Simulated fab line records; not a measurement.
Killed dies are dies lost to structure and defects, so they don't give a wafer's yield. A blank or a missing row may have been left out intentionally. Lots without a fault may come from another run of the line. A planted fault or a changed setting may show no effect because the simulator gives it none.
Struck lot and sound lot, side by side | flow n5Finfet | 39 out of 1938 route steps
Sound: wafers L127.1, L127.3, L127.6. Struck: wafer L114.6. (L114.4, L114.5 of the same lot were not struck and are left out.) The cause comes at the end.
Per side, at each step with rows, come the tool, then ch with its chambers, and then its first start. Under that, the readings that differ: sound wafers | struck wafers | difference of the means | sigmas: that difference in standard deviations of wafers without a fault.
alike: readings whose means differ by less than 2 such deviations, and words and numbers that are the same on both sides. not compared: withheld readings, readings that some wafer has no value for, bounds like >300 that may hide the same value, and numbers for which the record gives no deviation and whose values overlap.
A row with sigmas, a row that says differs or no value, or rows on one side alone: a step with any of these is where the two part. Numbers that don't overlap but have no deviation are shown without sigmas and don't part them. A reading that every wafer of one side lacks parts them only if that side has two wafers or more.

first, 12 steps without rows for these wafers: N5_SD_EPI_N_ETCH_35 (etches SOC in N2/H2, overetch 108 nm, time 486 s); N5_SD_EPI_N_STRIP_36 (strips in N2/H2); N5_SD_EPI_N_ETCHBACK_44 (etches SiNx in CH3F/O2, stops on SiO2, target depth 14.5 nm); N5_SD_EPI_N_ETCH_45 (etches SiOCN in CH3F/O2, target depth 6 nm); N5_SD_EPI_N_ETCH_16 (etches SiO2 in CHF3/O2, target depth 5 nm); N5_SD_EPI_N_STRIP_47 (strips in CHF3/O2); N5_SD_EPI_N_SD_RECESS_17 (chemistry HBr/Cl2/O2, target depth 41 nm, time 23.7 s, bt time 3 s); N5_SD_EPI_N_STRIP_38 (strips in N2/H2); N5_SD_EPI_N_WET_ETCH_43 (etches SiO2 in dHF, time 14 s, target depth 1.5 nm); N5_SD_EPI_N_STRIP_18 (strips in SPM, time 750 s); N5_SD_EPI_N_SRD_20 (time 30 s); N5_SD_EPI_N_PRECLEAN_48 (cleans in NF3:NH3, afs cycles 2, time 20 s, sublimation time 60 s).
N5_SD_EPI_N_VAPOR_ETCH_50: etches Si in HCl, time 54 s.
  sound on epiRpcvd-01 ch 0, day 7 10:19; struck on epiRpcvd-01 ch 0, day 3 21:08
  alike: throttleValvePct
then, 24 steps without rows for these wafers: N5_SD_EPI_N_EPI_21 (deposits Si:P, time 690 s); N5_SD_EPI_N_PRECLEAN_24 (cleans in O3/DIW, time 60 s); N5_SD_EPI_N_SRD_25 (time 30 s); N5_SD_EPI_N_PRECLEAN_49 (cleans in NF3:NH3, afs cycles 1, time 20 s, sublimation time 60 s); N5_SD_EPI_N_LINER_46 (material SiNx, target thk 3 nm); N5_SD_EPI_P_COAT_34 (time 60 s, resist thk 350 nm); N5_SD_EPI_P_COAT_35 (time 60 s, resist thk 35 nm); N5_SD_EPI_P_COAT_03 (resist thk 150 nm); N5_SD_EPI_P_EBR_05; N5_SD_EPI_P_SOFTBAKE_04 (time 60 s); N5_SD_EPI_P_EXPOSE_06 (exposes mask SD P BLK, target cd 240 nm); N5_SD_EPI_P_PEB_07 (peb time 60 s); N5_SD_EPI_P_DEVELOP_08 (develop time 30 s); N5_SD_EPI_P_DESCUM_14 (chemistry O2, time 7.9 s); N5_SD_EPI_P_ETCH_36 (etches SiARC in CF4, target depth 45.5 nm, time 75.8 s); N5_SD_EPI_P_ETCH_37 (etches SOC in N2/H2, overetch 108 nm, time 486 s); N5_SD_EPI_P_STRIP_38 (strips in N2/H2); N5_SD_EPI_P_ETCHBACK_46 (etches SiNx in CH3F/O2, stops on SiO2, target depth 17.5 nm); N5_SD_EPI_P_ETCH_47 (etches SiOCN in CH3F/O2, target depth 25 nm); N5_SD_EPI_P_ETCH_16 (etches SiO2 in CHF3/O2, target depth 5 nm); N5_SD_EPI_P_STRIP_50 (strips in CHF3/O2); N5_SD_EPI_P_SD_RECESS_17 (chemistry HBr/Cl2/O2, target depth 39.1 nm, bt time 3 s); N5_SD_EPI_P_WET_ETCH_45 (etches SiO2 in dHF, time 10.7 s, target depth 2 nm, rinse time 30 s); N5_SD_EPI_P_STRIP_40 (strips in N2/H2).
-- here the record skips 5 days between the struck wafers' starts before and after, leaving off in module SD_EPI_P and picking up in module BEOL_M4 (first step shown: number 1111 of the route) --
N5_BEOL_M4_RC_MEAS_101:
  sound on prober-01 ch 0, day 12 04:24; struck on prober-02 ch 0, day 8 13:43
reading            | sound             | struck | difference | sigmas
DIBL_N (mV/V)      | 37.2 38.2 38.0    | 29.8   | -8.0       | -6
IOFF_N (nA/um)     | 0.143 0.149 0.152 | 0.079  | -0.069     | -2
IOFF_N_85C (nA/um) | 2.9 3.0 3.1       | 1.7    | -1.3       | -3
IOFF_N_LIN (nA/um) | 0.062 0.068 0.068 | 0.043  | -0.023     | -2
ION_N (uA/um)      | 645 659 665       | 619    | -37        | -3
REXT_N (ohm.um)    | 77.2 76.7 77.6    | 95.2   | +18.0      | +11
SS_N (mV/dec)      | 71.6 71.8 71.4    | 69.6   | -2.0       | -4
VT_N (mV)          | 252 252 250       | 261    | +10        | +3
VT_N_LVT (mV)      | 102 101 101       | 110    | +9         | +3
VT_P (mV)          | -257 -257 -256    | -249   | +8         | +2
  alike: DIBL_P, IOFF_P, ION_P, SS_P
-- here the record skips 4 days between the struck wafers' starts before and after, leaving off in module BEOL_M4 and picking up in module PASSIVATION (first step shown: number 1936 of the route) --
N5_PASSIVATION_PROBE_49:
  sound on prober-02 at day 16 13:56; struck on prober-02 at day 12 12:01
reading              | sound          | struck | difference | sigmas
sort_bin_8_speed (%) | 0 0 0          | 62.37  | +62.37     | +99 or more
sortNPass            | 1079 1072 1083 | 362    | -716       | -38
sortYieldPct (%)     | 91.4 90.8 91.8 | 30.7   | -60.6      | -38
  alike: defectLimitedYield, killed_at_M0_to_M3, killed_at_M4_up, killedAtContacts, killedAtFrontEnd, killedAtOther, killedDies, killedOpen, killedShort, sort_bin_5_function, sort_bin_6_memory

== WHERE THEY PART ==
At N5_BEOL_M4_RC_MEAS_101 first; at N5_PASSIVATION_PROBE_49 last (within this record only).

WHY: the cause the simulator had injected
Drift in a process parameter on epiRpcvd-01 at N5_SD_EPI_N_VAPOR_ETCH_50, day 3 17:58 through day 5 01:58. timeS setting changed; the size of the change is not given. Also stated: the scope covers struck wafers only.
